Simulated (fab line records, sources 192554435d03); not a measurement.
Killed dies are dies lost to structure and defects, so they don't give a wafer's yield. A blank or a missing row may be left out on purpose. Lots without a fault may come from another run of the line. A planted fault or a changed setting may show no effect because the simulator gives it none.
Chamber matching | flow n5_finfet | N5_BEOL_M8_STRIP_19 on rie_diel-03: 4 sister chambers
The step strips in O2. 4 wafers are shown with their chamber, then 7 later ones without.

WAFERS WITH THEIR CHAMBER
wafer  | chamber | drypump_motor_current_A (A)
L085.4 | 2       | 5.95
L087.6 | 3       | 5.65
L096.1 | 1       | 5.74
L096.2 | 0       | 5.54

WAFERS WITHOUT THEIR CHAMBER
wafer  | drypump_motor_current_A (A)
L096.5 | 5.53
L093.2 | 5.64
L093.3 | 5.52
L093.6 | 5.53
L095.1 | 5.93
L095.2 | 5.65
L095.6 | 5.55

WHICH CHAMBER EACH WENT THROUGH
wafer  | from the rows above | in truth
L096.5 | 0                   | 0
L093.2 | 3                   | 3
L093.3 | 0                   | 0
L093.6 | 0                   | 0
L095.1 | 2                   | 2
L095.2 | 3                   | 3
L095.6 | 0                   | 0
Placed correctly: 7 of 7. Can't be placed from these rows: 0. Placed wrongly: 0.
How it was worked out, from the rows above alone: a wafer's distance from a chamber is the root of the sum, over the readings, of the square of ((its reading less the chamber's mean) divided by the reading's scatter). The wafer belongs to the nearest chamber; if the next one is less than 2 further off, it can't be placed. A chamber's mean is the mean of its shown wafers. The scatter: with one shown wafer a chamber, the root of the mean of the squares of how far each hidden wafer lies from its nearest shown one.
